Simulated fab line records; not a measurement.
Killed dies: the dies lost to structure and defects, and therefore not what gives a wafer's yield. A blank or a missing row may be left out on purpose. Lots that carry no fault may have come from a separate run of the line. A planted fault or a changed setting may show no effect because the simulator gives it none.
Matching of chambers + flow n5Finfet + N5_BEOL_M5_ILD_DEP_00 on pecvd-03: 3 sister chambers
The step deposits SiCOH lowk from DEMS/porogen, target thk 140.64 nm, time 25.9 s. 6 wafers are shown with their chamber, then 7 later ones without.

== WAFERS, EACH WITH ITS CHAMBER ==
| wafer  | chamber | throttleValvePct (%) | heaterPowerOuterW (W) |
|--------|---------|----------------------|-----------------------|
| L084.5 | 0       | 13.7                 | 97                    |
| L086.2 | 1       | 13.7                 | 100                   |
| L086.3 | 2       | 12.9                 | 194                   |
| L086.6 | 2       | 12.9                 | 198                   |
| L088.3 | 0       | 14.0                 | 115                   |
| L088.5 | 1       | 13.7                 | 108                   |

== WAFERS WITHOUT THEIR CHAMBER ==
| wafer  | throttleValvePct (%) | heaterPowerOuterW (W) |
|--------|----------------------|-----------------------|
| L088.6 | 13.1                 | 182                   |
| L089.2 | 13.7                 | 108                   |
| L089.4 | 13.8                 | 124                   |
| L089.5 | 13.4                 | 108                   |
| L095.1 | 12.9                 | 152                   |
| L095.4 | 13.9                 | 124                   |
| L095.6 | 13.1                 | 158                   |

== WHICH CHAMBER EACH WENT THROUGH ==
| wafer  | from the rows above     | in truth |
|--------|-------------------------|----------|
| L088.6 | 2                       | 2        |
| L089.2 | can't be placed: 1 or 0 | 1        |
| L089.4 | can't be placed: 0 or 1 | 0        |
| L089.5 | can't be placed: 1 or 0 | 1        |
| L095.1 | 2                       | 2        |
| L095.4 | can't be placed: 0 or 1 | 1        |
| L095.6 | 2                       | 2        |
3 of 7 placed correctly. Cannot be placed on the basis of these rows: 4; the candidates contain the true chamber in 4. Placed wrongly: 0.
How it was worked out, from the rows above alone: a wafer's distance from a chamber is the root of the sum, over the readings, of the square of ((its reading less the chamber's mean) divided by the reading's scatter). The wafer belongs to the nearest chamber; if the next one is less than 2 further off, it can't be placed. A chamber's mean is the mean of its shown wafers. How the scatter is found: for the shown wafers, subtract from each reading the mean of its chamber, square and add these, divide the total by (wafers less chambers), then take the root.
